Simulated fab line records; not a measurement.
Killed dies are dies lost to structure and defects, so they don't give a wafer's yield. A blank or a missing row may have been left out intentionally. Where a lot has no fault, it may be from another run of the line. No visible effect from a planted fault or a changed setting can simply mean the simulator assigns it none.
Split-lot experiment -- flow n5-finfet -- route with 1938 steps; 7 lots, 21 wafers read

## ABOUT THE SPLIT
At N5_HKMG_FIN_ETCH_55 (etches SOC in N2/H2, target depth 240 nm, time 300 s), the setting bias-w was moved away from the recipe's 150 W on 5 of the 21 wafers read, by -10.8% to +15.9%. This setting was run at the recipe's value on the other wafers.

The reading comes from the split's own step.

## THE READING
rf-vpp-V, in V, at N5_HKMG_FIN_ETCH_55 (etches SOC in N2/H2, target depth 240 nm, time 300 s). A value of 525 V with a standard deviation of 3 V is what fault-free wafers of this fab line usually give.

wafer,"tool, chamber at the split","bias-w as run, W",against the recipe,"rf-vpp-V, V",against lot-mates on the recipe
L075.1,"rie-diel-02, 2",150,recipe,529,-
L075.4,"rie-diel-02, 3",150,recipe,521,-
L075.6,"rie-diel-02, 3",150,recipe,523,-
L076.1,"rie-diel-06, 1",150,recipe,522,-
L076.4,"rie-diel-06, 1",173.8,+15.9%,572,+50
L076.6,"rie-diel-06, 1",173.8,+15.9%,573,+51
L077.2,"rie-diel-01, 3",150,recipe,523,-
L077.3,"rie-diel-01, 2",137.1,-8.6%,494,-29
L077.4,"rie-diel-01, 1",150,recipe,523,-
L078.1,"rie-diel-02, 2",150,recipe,529,-
L078.4,"rie-diel-02, 1",150,recipe,524,-
L078.6,"rie-diel-02, 1",150,recipe,525,-
L079.1,"rie-diel-02, 2",150,recipe,530,-
L079.3,"rie-diel-02, 1",150,recipe,526,-
L079.4,"rie-diel-02, 3",166.2,+10.8%,558,+30
L080.1,"rie-diel-01, 1",150,recipe,523,-
L080.4,"rie-diel-01, 2",133.8,-10.8%,486,-37
L080.6,"rie-diel-01, 3",150,recipe,523,-
L094.4,"rie-diel-02, 1",150,recipe,526,-
L094.5,"rie-diel-02, 2",150,recipe,528,-
L094.6,"rie-diel-02, 1",150,recipe,525,-

THE FIT
A straight line over all 21 wafers: rf-vpp-V changes by +3.17 V for each +1% of bias-w; r = +0.99; the points scatter about the line by 2.9 V.
The same after taking each lot's own level away (the mean of its wafers on the recipe; 21 wafers): +3.19 V for each +1%; r = +0.99; scatter 2.1 V.
That fit puts the effect of the largest move of bias-w on the reading at 51 V.
The span of the lots' own levels, 522.0 to 528.0 V, comes to 2.0 times the standard deviation stated above.
Consequently the slope shifts little with the lot-to-lot level, the two slopes agreeing.
Check: +50.3 V against its lot-mates is what the line predicts for one of the wafers moved furthest among these (+15.9%) when that wafer is left out of the fit. Against them it came out at +50 V.
Tool readings at the split's step, against how far the setting was moved: rf-vpp-V r = +0.99.

## OTHER SPLITS ON THESE WAFERS
Other splits were also applied to these wafers ahead of the reading. Each is held against what the fit with the lots' levels taken away leaves over:
other split on the same wafers,wafers away from the commonest value,r with rf-vpp-V (lot level and that fit taken away)
N5_WELL_APT_COAT_19 spin-rpm,5,-0.05
N5_PMOS_HMC_CHANNEL_EPI_PEB_07 peb-temp-c,2,+0.07
N5_DUMMY_GATE_COAT_28 spin-rpm,7,-0.01
N5_SD_EPI_N_PEB_07 peb-time-s,10,-0.21
N5_SD_EPI_N_DESCUM_14 time-s,8,+0.04
N5_SDB_EXPOSE_08 dose-mj,6,-0.17
N5_HKMG_FIN_COAT_42 spin-rpm,7,+0.17

## THE WHOLE CHAIN: every reading that the file lists as answering this split, in the file's order
step,what it does,reading,change (the file's fit),r (the file's)
N5_HKMG_FIN_ETCH_55,"etches SOC in N2/H2, target depth 240 nm, time 300 s",rf-vpp-V,+3.17 V for each +1% of the setting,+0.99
N5_HKMG_FIN_ETCH_55,"etches SOC in N2/H2, target depth 240 nm, time 300 s","etch.depth-nm (the simulator's own value, which no gauge read)",+0.992 nm for each +1% of the setting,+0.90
N5_HKMG_FIN_ETCH_55,"etches SOC in N2/H2, target depth 240 nm, time 300 s","HKMG_FIN.feature-depth-nm (the simulator's own value, which no gauge read)",+0.994 nm for each +1% of the setting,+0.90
N5_HKMG_FIN_ETCH_55,"etches SOC in N2/H2, target depth 240 nm, time 300 s","SiARC_of_HKMG_FIN_COAT_42.thk-nm (the simulator's own value, which no gauge read)",-0.216 nm for each +1% of the setting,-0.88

## THE FILE'S OWN FIT
rf-vpp-V changes by +3.17 V for each +1% of bias-w, r = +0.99.
